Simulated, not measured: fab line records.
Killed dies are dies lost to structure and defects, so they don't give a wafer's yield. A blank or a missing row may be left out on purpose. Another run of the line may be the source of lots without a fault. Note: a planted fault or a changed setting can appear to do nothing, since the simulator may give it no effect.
fab line records :: flow n5-finfet :: part 2 of 2: steps 19 to 23 of 23
record
  lots=5
  wafers=15
  last-day=17
route steps=1938 shown GATE_CUT@480
lots that met no fault: from a run of the same line without faults
start-h: hours from the record's first day to the start of the lot's first wafer shown :: wait-h: hours since the lot's step before :: " unchanged from the row above :: L1.1+2: a row that stands for several wafers :: - no value, or no start given :: * or withheld: withheld :: < > ~ a bound
route shown NAME@n: NAME is a module with steps in the file, n the number in the route of the first one :: usual: the fault-free wafers' mean and standard deviation :: same: alike in all rows :: chamber/n: place in a boat :: sites: readings site by site :: _std_site: the values' standard deviation :: _edge_site: outer sites' mean less inner sites' :: radius-mm: for every site, how far away it sits from the centre of the wafer :: mask NAME#n: copy n :: behind: the most recent tool/chamber to have shaped the wafer :: hold: the reason the lot was held/the length of the hold in hours/how it ended :: device: transistor that didn't switch, given as n, p or np :: end of line: the same wafers' tests at the end of the route :: step lacking rows: just its recipe :: killed: at the first sort, the dies lost to defects and structure; wafer yield is something else :: map: a wafer's dies, x killed, . not, _ none there
set.NAME: setting as actually run; set.NAME@STEP: the setting as run at that earlier step :: model.NAME: the simulator's own value behind a step, which no gauge read
lots seen at some steps along the route; tables by step, rows by wafer
services: when a tool's chamber went out of use (start-h, in hours from the record's first day, below 0 if earlier), for how many hours, and the reason
## steps
# step N5_GATE_CUT_STRIP_42
# recipe
  chemistry=O2
  power-w=400
  temp-c=40
  pressure-mtorr=30
  rf-frequency-hz=6e+07
  bias-power-w=0
  overash-fraction=0.3
  o2-flow-sccm=225
# usual
  drypump-motor-current-A=5.6/0.39
  oes-product-au=0.79/0.079
  rf-vpp-V=3.7/0.48
  showerhead-plenum-p-Torr=2.11/0.077
  throttle-valve-pct=16.70/0.18
lot.wafer: L074.1
tool: rie-diel-03
chamber: 0
start-h: 83.44
wait-h: 0.0
drypump-motor-current-A: 6.0
oes-product-au: 0.96
rf-hours-counter-h: 6
rf-vpp-V: 2.9
showerhead-plenum-p-Torr: 2.15
throttle-valve-pct: 16.51

lot.wafer: L074.4
tool: rie-diel-03
chamber: 3
start-h: 83.44
wait-h: 0.0
drypump-motor-current-A: 4.9
oes-product-au: 0.77
rf-hours-counter-h: 149
rf-vpp-V: 3.6
showerhead-plenum-p-Torr: 2.18
throttle-valve-pct: 16.89

lot.wafer: L074.6
tool: rie-diel-03
chamber: 2
start-h: 83.44
wait-h: 0.0
drypump-motor-current-A: 5.4
oes-product-au: 0.70
rf-hours-counter-h: -
rf-vpp-V: 3.5
showerhead-plenum-p-Torr: 2.20
throttle-valve-pct: 16.89

lot.wafer: L079.2
tool: rie-diel-02
chamber: 2
start-h: 114.18
wait-h: 0.0
drypump-motor-current-A: 5.5
oes-product-au: 0.76
rf-hours-counter-h: 158
rf-vpp-V: 3.5
showerhead-plenum-p-Torr: 2.11
throttle-valve-pct: 16.73

lot.wafer: L079.3
tool: rie-diel-02
chamber: 1
start-h: 114.18
wait-h: 0.0
drypump-motor-current-A: 5.4
oes-product-au: 0.90
rf-hours-counter-h: 43
rf-vpp-V: 4.0
showerhead-plenum-p-Torr: 2.22
throttle-valve-pct: 16.36

lot.wafer: L079.5
tool: rie-diel-02
chamber: 3
start-h: 114.18
wait-h: 0.0
drypump-motor-current-A: 5.7
oes-product-au: 0.76
rf-hours-counter-h: -
rf-vpp-V: 3.5
showerhead-plenum-p-Torr: 1.97
throttle-valve-pct: 16.67

lot.wafer: L080.2
tool: rie-diel-06
chamber: 2
start-h: 121.56
wait-h: 0.0
drypump-motor-current-A: 5.8
oes-product-au: 0.81
rf-hours-counter-h: 89
rf-vpp-V: 4.8
showerhead-plenum-p-Torr: 1.97
throttle-valve-pct: 16.75

lot.wafer: L080.4
tool: rie-diel-06
chamber: 1
start-h: 121.56
wait-h: 0.0
drypump-motor-current-A: 5.4
oes-product-au: 0.87
rf-hours-counter-h: 49
rf-vpp-V: 3.6
showerhead-plenum-p-Torr: 2.12
throttle-valve-pct: 16.59

lot.wafer: L080.5
tool: rie-diel-06
chamber: 1
start-h: 121.56
wait-h: 0.0
drypump-motor-current-A: 5.4
oes-product-au: 0.86
rf-hours-counter-h: -
rf-vpp-V: 3.8
showerhead-plenum-p-Torr: 2.12
throttle-valve-pct: 16.61

lot.wafer: L083.1
tool: rie-diel-02
chamber: 2
start-h: 141.86
wait-h: 0.0
drypump-motor-current-A: 5.5
oes-product-au: 0.73
rf-hours-counter-h: 168
rf-vpp-V: 2.9
showerhead-plenum-p-Torr: 2.10
throttle-valve-pct: 16.74

lot.wafer: L083.3
tool: rie-diel-02
chamber: 3
start-h: 141.86
wait-h: 0.0
drypump-motor-current-A: 5.7
oes-product-au: 0.75
rf-hours-counter-h: 186
rf-vpp-V: 2.7
showerhead-plenum-p-Torr: 1.97
throttle-valve-pct: 16.69

lot.wafer: L083.4
tool: rie-diel-02
chamber: 0
start-h: 141.86
wait-h: 0.0
drypump-motor-current-A: 5.5
oes-product-au: 0.81
rf-hours-counter-h: 89
rf-vpp-V: 3.2
showerhead-plenum-p-Torr: 2.03
throttle-valve-pct: 16.51

lot.wafer: L087.3
tool: rie-diel-06
chamber: 1
start-h: 160.18
wait-h: 0.0
drypump-motor-current-A: 5.3
oes-product-au: 0.87
rf-hours-counter-h: 57
rf-vpp-V: 3.8
showerhead-plenum-p-Torr: 2.12
throttle-valve-pct: 16.62

lot.wafer: L087.5
tool: rie-diel-06
chamber: 0
start-h: 160.18
wait-h: 0.0
drypump-motor-current-A: 5.5
oes-product-au: 0.96
rf-hours-counter-h: -
rf-vpp-V: 3.8
showerhead-plenum-p-Torr: 2.09
throttle-valve-pct: 16.45

lot.wafer: L087.6
tool: rie-diel-06
chamber: 1
start-h: 160.18
wait-h: 0.0
drypump-motor-current-A: 5.3
oes-product-au: 0.87
rf-hours-counter-h: -
rf-vpp-V: 4.5
showerhead-plenum-p-Torr: 2.12
throttle-valve-pct: 16.63
# step N5_GATE_CUT_ETCH_19
# recipe
  chemistry=CH3F/O2
  target=SiNx
  mask-material=SiO2
  target-depth-a=537
  time-s=76.7
  pressure-mtorr=30
  source-w=395
  bias-w=73
  Ar_flow_sccm=150
  CH3F_flow_sccm=30
  O2_flow_sccm=20
  ion-energy-ev=120
  ends=cleared
# usual
  CH3F_flow_sccm=30.00/0.088
  drypump-motor-current-A=5.6/0.39
  etch-rf-on-time-s=77.1/1.9
  mfc-ar-sccm=150.0/0.46
  oes_o_777_au=0.80/0.069
  oes-product-au=0.68/0.064
  rf-vpp-V=297/7.2
  showerhead-plenum-p-Torr=2.01/0.073
  throttle-valve-pct=16.36/0.18
lot.wafer: L074.1
tool: rie-diel-03
chamber: 0
start-h: 83.48
wait-h: 0.0
CH3F_flow_sccm: 30.00
drypump-motor-current-A: 6.0
etch-rf-on-time-s: 78.3
mfc-ar-sccm: 149.3
oes_o_777_au: 0.93
oes-product-au: 0.80
rf-hours-counter-h: 6
rf-vpp-V: 306
showerhead-plenum-p-Torr: 2.04
throttle-valve-pct: 16.11

lot.wafer: L074.4
tool: rie-diel-03
chamber: 3
start-h: 83.48
wait-h: 0.0
CH3F_flow_sccm: 29.96
drypump-motor-current-A: 4.9
etch-rf-on-time-s: 75.8
mfc-ar-sccm: 149.9
oes_o_777_au: 0.80
oes-product-au: 0.67
rf-hours-counter-h: 149
rf-vpp-V: 299
showerhead-plenum-p-Torr: 2.08
throttle-valve-pct: 16.59

lot.wafer: L074.6
tool: rie-diel-03
chamber: 2
start-h: 83.48
wait-h: 0.0
CH3F_flow_sccm: 30.01
drypump-motor-current-A: 5.4
etch-rf-on-time-s: 77.1
mfc-ar-sccm: 149.9
oes_o_777_au: 0.75
oes-product-au: 0.61
rf-hours-counter-h: -
rf-vpp-V: 300
showerhead-plenum-p-Torr: 2.08
throttle-valve-pct: 16.46

lot.wafer: L079.2
tool: rie-diel-02
chamber: 2
start-h: 114.22
wait-h: 0.0
CH3F_flow_sccm: 30.03
drypump-motor-current-A: 5.5
etch-rf-on-time-s: 74.4
mfc-ar-sccm: 150.4
oes_o_777_au: 0.82
oes-product-au: 0.66
rf-hours-counter-h: 158
rf-vpp-V: 288
showerhead-plenum-p-Torr: 2.01
throttle-valve-pct: 16.38

lot.wafer: L079.3
tool: rie-diel-02
chamber: 1
start-h: 114.22
wait-h: 0.0
CH3F_flow_sccm: 29.85
drypump-motor-current-A: 5.4
etch-rf-on-time-s: 73.8
mfc-ar-sccm: 149.9
oes_o_777_au: 0.90
oes-product-au: 0.76
rf-hours-counter-h: 43
rf-vpp-V: 302
showerhead-plenum-p-Torr: 2.12
throttle-valve-pct: 16.06

lot.wafer: L079.5
tool: rie-diel-02
chamber: 3
start-h: 114.22
wait-h: 0.0
CH3F_flow_sccm: 29.98
drypump-motor-current-A: 5.7
etch-rf-on-time-s: 79.4
mfc-ar-sccm: 149.3
oes_o_777_au: 0.71
oes-product-au: 0.64
rf-hours-counter-h: -
rf-vpp-V: 292
showerhead-plenum-p-Torr: 1.89
throttle-valve-pct: 16.41

lot.wafer: L080.2
tool: rie-diel-06
chamber: 2
start-h: 121.60
wait-h: 0.0
CH3F_flow_sccm: 29.98
drypump-motor-current-A: 5.8
etch-rf-on-time-s: 79.5
mfc-ar-sccm: 150.1
oes_o_777_au: 0.83
oes-product-au: 0.69
rf-hours-counter-h: 89
rf-vpp-V: 286
showerhead-plenum-p-Torr: 1.85
throttle-valve-pct: 16.26

lot.wafer: L080.4
tool: rie-diel-06
chamber: 1
start-h: 121.60
wait-h: 0.0
CH3F_flow_sccm: 30.02
drypump-motor-current-A: 5.4
etch-rf-on-time-s: 77.6
mfc-ar-sccm: 149.8
oes_o_777_au: 0.84
oes-product-au: 0.74
rf-hours-counter-h: 49
rf-vpp-V: 312
showerhead-plenum-p-Torr: 2.06
throttle-valve-pct: 16.44

lot.wafer: L080.5
tool: rie-diel-06
chamber: 1
start-h: 121.60
wait-h: 0.0
CH3F_flow_sccm: 30.08
drypump-motor-current-A: 5.4
etch-rf-on-time-s: 78.2
mfc-ar-sccm: 149.7
oes_o_777_au: 0.84
oes-product-au: 0.73
rf-hours-counter-h: -
rf-vpp-V: 312
showerhead-plenum-p-Torr: 2.06
throttle-valve-pct: 16.44

lot.wafer: L083.1
tool: rie-diel-02
chamber: 2
start-h: 141.90
wait-h: 0.0
CH3F_flow_sccm: 30.04
drypump-motor-current-A: 5.5
etch-rf-on-time-s: 75.4
mfc-ar-sccm: 149.5
oes_o_777_au: 0.81
oes-product-au: 0.64
rf-hours-counter-h: 168
rf-vpp-V: 288
showerhead-plenum-p-Torr: 2.00
throttle-valve-pct: 16.39

lot.wafer: L083.3
tool: rie-diel-02
chamber: 3
start-h: 141.90
wait-h: 0.0
CH3F_flow_sccm: 30.00
drypump-motor-current-A: 5.7
etch-rf-on-time-s: 80.1
mfc-ar-sccm: 150.0
oes_o_777_au: 0.71
oes-product-au: 0.62
rf-hours-counter-h: 186
rf-vpp-V: 293
showerhead-plenum-p-Torr: 1.89
throttle-valve-pct: 16.43

lot.wafer: L083.4
tool: rie-diel-02
chamber: 0
start-h: 141.90
wait-h: 0.0
CH3F_flow_sccm: 30.14
drypump-motor-current-A: 5.6
etch-rf-on-time-s: 78.7
mfc-ar-sccm: 149.8
oes_o_777_au: 0.79
oes-product-au: 0.69
rf-hours-counter-h: 89
rf-vpp-V: 289
showerhead-plenum-p-Torr: 1.94
throttle-valve-pct: 16.16

lot.wafer: L087.3
tool: rie-diel-06
chamber: 1
start-h: 160.22
wait-h: 0.0
CH3F_flow_sccm: 29.96
drypump-motor-current-A: 5.3
etch-rf-on-time-s: 78.0
mfc-ar-sccm: 149.4
oes_o_777_au: 0.83
oes-product-au: 0.73
rf-hours-counter-h: 57
rf-vpp-V: 312
showerhead-plenum-p-Torr: 2.05
throttle-valve-pct: 16.46

lot.wafer: L087.5
tool: rie-diel-06
chamber: 0
start-h: 160.22
wait-h: 0.0
CH3F_flow_sccm: 30.10
drypump-motor-current-A: 5.5
etch-rf-on-time-s: 75.6
mfc-ar-sccm: 150.3
oes_o_777_au: 0.95
oes-product-au: 0.81
rf-hours-counter-h: -
rf-vpp-V: 289
showerhead-plenum-p-Torr: 1.97
throttle-valve-pct: 15.97

lot.wafer: L087.6
tool: rie-diel-06
chamber: 1
start-h: 160.22
wait-h: 0.0
CH3F_flow_sccm: 30.06
drypump-motor-current-A: 5.4
etch-rf-on-time-s: 77.1
mfc-ar-sccm: 150.0
oes_o_777_au: 0.83
oes-product-au: 0.73
rf-hours-counter-h: -
rf-vpp-V: 311
showerhead-plenum-p-Torr: 2.05
throttle-valve-pct: 16.47
# step N5_GATE_CUT_CUT_ETCH_53
# recipe
  chemistry=SF6/Cl2
  target=W
  mask-material=SiO2
  target-depth-a=792
  pressure-mtorr=8
  icp-w=900
  bias-w=80
  SF6_flow_sccm=40
  Cl2_flow_sccm=60
  ends=cleared
# usual
  SF6_flow_sccm=39.98/0.13
  drypump-motor-current-A=5.66/0.15
  etch-rf-on-time-s=27.0/1.2
  oes-product-au=0.70/0.12
  throttle-valve-pct=29.12/0.24
lot.wafer: L074.1
tool: rie-metal-02
chamber: 1
start-h: 83.59
wait-h: 0.1
SF6_flow_sccm: 40.19
drypump-motor-current-A: 5.36
etch-rf-on-time-s: 27.8
oes-product-au: 0.76
rf-hours-counter-h: 21
throttle-valve-pct: 29.03

lot.wafer: L074.4
tool: rie-metal-02
chamber: 0
start-h: 83.59
wait-h: 0.1
SF6_flow_sccm: 39.99
drypump-motor-current-A: 5.66
etch-rf-on-time-s: 26.4
oes-product-au: 0.76
rf-hours-counter-h: -
throttle-valve-pct: 28.69

lot.wafer: L074.6
tool: rie-metal-02
chamber: 1
start-h: 83.59
wait-h: 0.1
SF6_flow_sccm: 40.19
drypump-motor-current-A: 5.33
etch-rf-on-time-s: 28.1
oes-product-au: 0.75
rf-hours-counter-h: -
throttle-valve-pct: 29.01

lot.wafer: L079.2
tool: rie-metal-03
chamber: 1
start-h: 114.33
wait-h: 0.1
SF6_flow_sccm: 39.79
drypump-motor-current-A: 5.71
etch-rf-on-time-s: 25.5
oes-product-au: 0.54
rf-hours-counter-h: 147
throttle-valve-pct: 29.12

lot.wafer: L079.3
tool: rie-metal-03
chamber: 1
start-h: 114.33
wait-h: 0.1
SF6_flow_sccm: 39.79
drypump-motor-current-A: 5.70
etch-rf-on-time-s: 25.7
oes-product-au: 0.54
rf-hours-counter-h: -
throttle-valve-pct: 29.12

lot.wafer: L079.5
tool: rie-metal-03
chamber: 1
start-h: 114.33
wait-h: 0.1
SF6_flow_sccm: 39.93
drypump-motor-current-A: 5.74
etch-rf-on-time-s: 25.3
oes-product-au: 0.55
rf-hours-counter-h: -
throttle-valve-pct: 29.13

lot.wafer: L080.2
tool: rie-metal-03
chamber: 0
start-h: 121.71
wait-h: 0.1
SF6_flow_sccm: 39.93
drypump-motor-current-A: 5.67
etch-rf-on-time-s: 28.1
oes-product-au: 0.56
rf-hours-counter-h: 111
throttle-valve-pct: 29.36

lot.wafer: L080.4
tool: rie-metal-03
chamber: 0
start-h: 121.71
wait-h: 0.1
SF6_flow_sccm: 39.96
drypump-motor-current-A: 5.70
etch-rf-on-time-s: 27.9
oes-product-au: 0.56
rf-hours-counter-h: -
throttle-valve-pct: 29.37

lot.wafer: L080.5
tool: rie-metal-03
chamber: 0
start-h: 121.71
wait-h: 0.1
SF6_flow_sccm: 40.18
drypump-motor-current-A: 5.69
etch-rf-on-time-s: 28.2
oes-product-au: 0.56
rf-hours-counter-h: -
throttle-valve-pct: 29.35

lot.wafer: L083.1
tool: rie-metal-01
chamber: 1
start-h: 142.01
wait-h: 0.1
SF6_flow_sccm: 40.03
drypump-motor-current-A: 5.87
etch-rf-on-time-s: 25.1
oes-product-au: 0.87
rf-hours-counter-h: 3
throttle-valve-pct: 29.39

lot.wafer: L083.3
tool: rie-metal-01
chamber: 1
start-h: 142.01
wait-h: 0.1
SF6_flow_sccm: 40.30
drypump-motor-current-A: 5.86
etch-rf-on-time-s: 25.0
oes-product-au: 0.86
rf-hours-counter-h: -
throttle-valve-pct: 29.40

lot.wafer: L083.4
tool: rie-metal-01
chamber: 0
start-h: 142.01
wait-h: 0.1
SF6_flow_sccm: 39.95
drypump-motor-current-A: 5.73
etch-rf-on-time-s: 25.9
oes-product-au: 0.86
rf-hours-counter-h: -
throttle-valve-pct: 29.20

lot.wafer: L087.3
tool: rie-metal-02
chamber: 1
start-h: 160.34
wait-h: 0.1
SF6_flow_sccm: 39.84
drypump-motor-current-A: 5.32
etch-rf-on-time-s: 28.2
oes-product-au: 0.73
rf-hours-counter-h: -
throttle-valve-pct: 29.04

lot.wafer: L087.5
tool: rie-metal-02
chamber: 1
start-h: 160.34
wait-h: 0.1
SF6_flow_sccm: 39.88
drypump-motor-current-A: 5.32
etch-rf-on-time-s: 28.3
oes-product-au: 0.73
rf-hours-counter-h: -
throttle-valve-pct: 29.04

lot.wafer: L087.6
tool: rie-metal-02
chamber: 0
start-h: 160.34
wait-h: 0.1
SF6_flow_sccm: 39.92
drypump-motor-current-A: 5.66
etch-rf-on-time-s: 27.0
oes-product-au: 0.75
rf-hours-counter-h: -
throttle-valve-pct: 28.72
# step N5_GATE_CUT_CUT_ETCH_54
# recipe
  chemistry=Cl2/BCl3
  target=TiN
  mask-material=SiO2
  target-depth-a=967
  pressure-mtorr=10
  icp-w=1000
  bias-w=126
  Cl2_flow_sccm=53.25
  bcl3-flow-sccm=21.75
  Ar_flow_sccm=25
  ends=cleared
# usual
  drypump-motor-current-A=5.66/0.15
  etch-rf-on-time-s=37.7/1.7
  mfc-ar-sccm=24.99/0.077
  oes-product-au=0.70/0.12
  throttle-valve-pct=22.38/0.29
lot.wafer: L074.1
tool: rie-metal-02
chamber: 1
start-h: 83.65
wait-h: 0.0
drypump-motor-current-A: 5.34
etch-rf-on-time-s: 39.1
mfc-ar-sccm: 24.93
oes-product-au: 0.75
rf-hours-counter-h: 21
throttle-valve-pct: 22.23

lot.wafer: L074.4
tool: rie-metal-02
chamber: 0
start-h: 83.65
wait-h: 0.0
drypump-motor-current-A: 5.64
etch-rf-on-time-s: 37.1
mfc-ar-sccm: 25.07
oes-product-au: 0.76
rf-hours-counter-h: -
throttle-valve-pct: 21.94

lot.wafer: L074.6
tool: rie-metal-02
chamber: 1
start-h: 83.65
wait-h: 0.0
drypump-motor-current-A: 5.34
etch-rf-on-time-s: 39.3
mfc-ar-sccm: 24.89
oes-product-au: 0.75
rf-hours-counter-h: -
throttle-valve-pct: 22.21

lot.wafer: L079.2
tool: rie-metal-03
chamber: 1
start-h: 114.39
wait-h: 0.0
drypump-motor-current-A: 5.72
etch-rf-on-time-s: 36.0
mfc-ar-sccm: 24.99
oes-product-au: 0.54
rf-hours-counter-h: 147
throttle-valve-pct: 22.47

lot.wafer: L079.3
tool: rie-metal-03
chamber: 1
start-h: 114.39
wait-h: 0.0
drypump-motor-current-A: 5.70
etch-rf-on-time-s: 36.1
mfc-ar-sccm: 25.10
oes-product-au: 0.54
rf-hours-counter-h: -
throttle-valve-pct: 22.45

lot.wafer: L079.5
tool: rie-metal-03
chamber: 1
start-h: 114.39
wait-h: 0.0
drypump-motor-current-A: 5.74
etch-rf-on-time-s: 35.9
mfc-ar-sccm: 24.94
oes-product-au: 0.54
rf-hours-counter-h: -
throttle-valve-pct: 22.44

lot.wafer: L080.2
tool: rie-metal-03
chamber: 0
start-h: 121.77
wait-h: 0.0
drypump-motor-current-A: 5.71
etch-rf-on-time-s: 39.2
mfc-ar-sccm: 25.00
oes-product-au: 0.56
rf-hours-counter-h: 111
throttle-valve-pct: 22.76

lot.wafer: L080.4
tool: rie-metal-03
chamber: 0
start-h: 121.77
wait-h: 0.0
drypump-motor-current-A: 5.71
etch-rf-on-time-s: 39.4
mfc-ar-sccm: 24.99
oes-product-au: 0.55
rf-hours-counter-h: -
throttle-valve-pct: 22.76

lot.wafer: L080.5
tool: rie-metal-03
chamber: 0
start-h: 121.77
wait-h: 0.0
drypump-motor-current-A: 5.69
etch-rf-on-time-s: 39.2
mfc-ar-sccm: 24.97
oes-product-au: 0.56
rf-hours-counter-h: -
throttle-valve-pct: 22.76

lot.wafer: L083.1
tool: rie-metal-01
chamber: 1
start-h: 142.09
wait-h: 0.1
drypump-motor-current-A: 5.84
etch-rf-on-time-s: 35.3
mfc-ar-sccm: 25.13
oes-product-au: 0.86
rf-hours-counter-h: 3
throttle-valve-pct: 22.57

lot.wafer: L083.3
tool: rie-metal-01
chamber: 1
start-h: 142.09
wait-h: 0.1
drypump-motor-current-A: 5.82
etch-rf-on-time-s: 35.4
mfc-ar-sccm: 25.11
oes-product-au: 0.85
rf-hours-counter-h: -
throttle-valve-pct: 22.57

lot.wafer: L083.4
tool: rie-metal-01
chamber: 0
start-h: 142.09
wait-h: 0.1
drypump-motor-current-A: 5.72
etch-rf-on-time-s: 36.4
mfc-ar-sccm: 25.00
oes-product-au: 0.85
rf-hours-counter-h: -
throttle-valve-pct: 22.35

lot.wafer: L087.3
tool: rie-metal-02
chamber: 1
start-h: 160.40
wait-h: 0.0
drypump-motor-current-A: 5.39
etch-rf-on-time-s: 39.4
mfc-ar-sccm: 24.98
oes-product-au: 0.73
rf-hours-counter-h: -
throttle-valve-pct: 22.23

lot.wafer: L087.5
tool: rie-metal-02
chamber: 1
start-h: 160.40
wait-h: 0.0
drypump-motor-current-A: 5.35
etch-rf-on-time-s: 39.5
mfc-ar-sccm: 25.03
oes-product-au: 0.72
rf-hours-counter-h: -
throttle-valve-pct: 22.23

lot.wafer: L087.6
tool: rie-metal-02
chamber: 0
start-h: 160.40
wait-h: 0.0
drypump-motor-current-A: 5.66
etch-rf-on-time-s: 37.8
mfc-ar-sccm: 25.10
oes-product-au: 0.74
rf-hours-counter-h: -
throttle-valve-pct: 21.98
# step N5_GATE_CUT_CUT_ETCH_55
# recipe
  chemistry=BCl3
  target=HfO2
  mask-material=SiO2
  target-depth-a=32
  ion-energy-ev=30
  pressure-mtorr=5
  icp-w=450
  bias-w=18
  bcl3-flow-sccm=80
# usual
  drypump-motor-current-A=5.66/0.14
  oes-product-au=0.78/0.13
  throttle-valve-pct=33.6/0.48
lot.wafer: L074.1
tool: rie-metal-02
chamber: 1
start-h: 83.71
wait-h: 0.0
drypump-motor-current-A: 5.32
oes-product-au: 0.86
rf-hours-counter-h: 21
throttle-valve-pct: 33.4

lot.wafer: L074.4
tool: rie-metal-02
chamber: 0
start-h: 83.71
wait-h: 0.0
drypump-motor-current-A: 5.63
oes-product-au: 0.84
rf-hours-counter-h: -
throttle-valve-pct: 32.9

lot.wafer: L074.6
tool: rie-metal-02
chamber: 1
start-h: 83.71
wait-h: 0.0
drypump-motor-current-A: 5.35
oes-product-au: 0.86
rf-hours-counter-h: -
throttle-valve-pct: 33.4

lot.wafer: L079.2
tool: rie-metal-03
chamber: 1
start-h: 114.45
wait-h: 0.0
drypump-motor-current-A: 5.69
oes-product-au: 0.60
rf-hours-counter-h: 147
throttle-valve-pct: 33.7

lot.wafer: L079.3
tool: rie-metal-03
chamber: 1
start-h: 114.45
wait-h: 0.0
drypump-motor-current-A: 5.73
oes-product-au: 0.60
rf-hours-counter-h: -
throttle-valve-pct: 33.7

lot.wafer: L079.5
tool: rie-metal-03
chamber: 1
start-h: 114.45
wait-h: 0.0
drypump-motor-current-A: 5.72
oes-product-au: 0.60
rf-hours-counter-h: -
throttle-valve-pct: 33.7

lot.wafer: L080.2
tool: rie-metal-03
chamber: 0
start-h: 121.83
wait-h: 0.0
drypump-motor-current-A: 5.69
oes-product-au: 0.63
rf-hours-counter-h: 111
throttle-valve-pct: 34.3

lot.wafer: L080.4
tool: rie-metal-03
chamber: 0
start-h: 121.83
wait-h: 0.0
drypump-motor-current-A: 5.71
oes-product-au: 0.63
rf-hours-counter-h: -
throttle-valve-pct: 34.3

lot.wafer: L080.5
tool: rie-metal-03
chamber: 0
start-h: 121.83
wait-h: 0.0
drypump-motor-current-A: 5.68
oes-product-au: 0.64
rf-hours-counter-h: -
throttle-valve-pct: 34.3

lot.wafer: L083.1
tool: rie-metal-01
chamber: 1
start-h: 142.17
wait-h: 0.1
drypump-motor-current-A: 5.85
oes-product-au: 0.94
rf-hours-counter-h: 3
throttle-valve-pct: 33.5

lot.wafer: L083.3
tool: rie-metal-01
chamber: 1
start-h: 142.17
wait-h: 0.1
drypump-motor-current-A: 5.86
oes-product-au: 0.94
rf-hours-counter-h: -
throttle-valve-pct: 33.5

lot.wafer: L083.4
tool: rie-metal-01
chamber: 0
start-h: 142.17
wait-h: 0.1
drypump-motor-current-A: 5.73
oes-product-au: 0.94
rf-hours-counter-h: -
throttle-valve-pct: 33.6

lot.wafer: L087.3
tool: rie-metal-02
chamber: 1
start-h: 160.45
wait-h: 0.0
drypump-motor-current-A: 5.32
oes-product-au: 0.84
rf-hours-counter-h: -
throttle-valve-pct: 33.4

lot.wafer: L087.5
tool: rie-metal-02
chamber: 1
start-h: 160.45
wait-h: 0.0
drypump-motor-current-A: 5.36
oes-product-au: 0.84
rf-hours-counter-h: -
throttle-valve-pct: 33.4

lot.wafer: L087.6
tool: rie-metal-02
chamber: 0
start-h: 160.45
wait-h: 0.0
drypump-motor-current-A: 5.66
oes-product-au: 0.82
rf-hours-counter-h: -
throttle-valve-pct: 32.9
## services
tool: euv-scanner-02
chamber: -
start-h: 59.50
hours: 0.5
kind: repair

tool: rie-metal-01
chamber: 0
start-h: 72.24
hours: -
kind: clean

tool: rie-metal-01
chamber: 0
start-h: 72.24
hours: 25.1
kind: scheduled-down

tool: euv-scanner-02
chamber: -
start-h: 88.11
hours: 4.6
kind: pm

tool: rie-metal-01
chamber: 1
start-h: 91.64
hours: 9.4
kind: repair

tool: rie-diel-06
chamber: 0
start-h: 92.05
hours: -
kind: clean

tool: rie-diel-06
chamber: 0
start-h: 92.05
hours: -
kind: consumable-replace:focus-ring

tool: rie-diel-06
chamber: 0
start-h: 92.05
hours: 18.9
kind: scheduled-down

tool: rie-diel-06
chamber: 0
start-h: 92.05
hours: 18.9
kind: vent-cycle

tool: euv-scanner-02
chamber: -
start-h: 97.53
hours: 1.0
kind: pm

tool: rie-metal-02
chamber: -
start-h: 104.55
hours: 2.1
kind: repair

tool: rie-diel-02
chamber: 2
start-h: 105.66
hours: 4.1
kind: repair

tool: rie-diel-02
chamber: 0
start-h: 109.46
hours: 16.2
kind: repair

tool: euv-scanner-01
chamber: -
start-h: 113.23
hours: 1.0
kind: pm

tool: rie-diel-02
chamber: 3
start-h: 114.40
hours: 6.5
kind: repair

tool: rie-diel-03
chamber: 1
start-h: 114.46
hours: 10.7
kind: repair

tool: euv-scanner-01
chamber: -
start-h: 118.20
hours: 5.8
kind: pm

tool: rie-metal-03
chamber: 0
start-h: 134.70
hours: 7.3
kind: repair

tool: rie-diel-03
chamber: 3
start-h: 139.89
hours: 3.5
kind: repair

tool: rie-metal-02
chamber: -
start-h: 146.01
hours: 0.5
kind: repair

tool: rie-metal-03
chamber: 1
start-h: 148.07
hours: -
kind: clean

tool: rie-metal-03
chamber: 1
start-h: 148.07
hours: 19.8
kind: scheduled-down

tool: rie-metal-03
chamber: 1
start-h: 148.07
hours: 19.8
kind: vent-cycle

tool: euv-scanner-02
chamber: -
start-h: 153.68
hours: 1.0
kind: pm
